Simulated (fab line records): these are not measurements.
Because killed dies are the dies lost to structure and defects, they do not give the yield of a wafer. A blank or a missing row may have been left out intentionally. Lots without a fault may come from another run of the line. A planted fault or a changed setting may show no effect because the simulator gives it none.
Matching of chambers -- flow n5-finfet -- rie-diel-06 running N5_GATE_CUT_ETCH_36: 4 sister chambers
The step etches SiARC in CF4, target depth 13 nm, time 21.7 s. 4 wafers are shown with their chamber, then 9 later ones without.

== WAFERS PAIRED WITH THEIR CHAMBERS ==
wafer,chamber,showerhead-plenum-p-Torr (Torr)
L083.1,2,2.25
L084.6,3,2.21
L085.5,1,2.09
L085.6,0,2.04

== WAFERS WITH NO CHAMBER GIVEN ==
wafer,showerhead-plenum-p-Torr (Torr)
L093.1,2.20
L093.3,2.04
L093.4,2.09
L094.1,2.03
L094.5,2.03
L094.6,2.20
L097.2,2.09
L097.3,2.03
L097.6,2.09

== THE CHAMBER EACH PASSED THROUGH ==
wafer,from the rows above,in truth
L093.1,3,3
L093.3,0,0
L093.4,1,1
L094.1,0,0
L094.5,0,0
L094.6,3,3
L097.2,1,1
L097.3,0,0
L097.6,1,1
9 of 9 placed correctly. Can't be placed from these rows: 0. Placed wrongly: 0.
How it was worked out, from the rows above alone: a wafer's distance from a chamber is the root of the sum, over the readings, of the square of ((its reading less the chamber's mean) divided by the reading's scatter). The wafer belongs to the nearest chamber; if the next one is less than 2 further off, it can't be placed. A chamber's mean is the mean of its shown wafers. The scatter: with one shown wafer a chamber, the root of the mean of the squares of how far each hidden wafer lies from its nearest shown one.
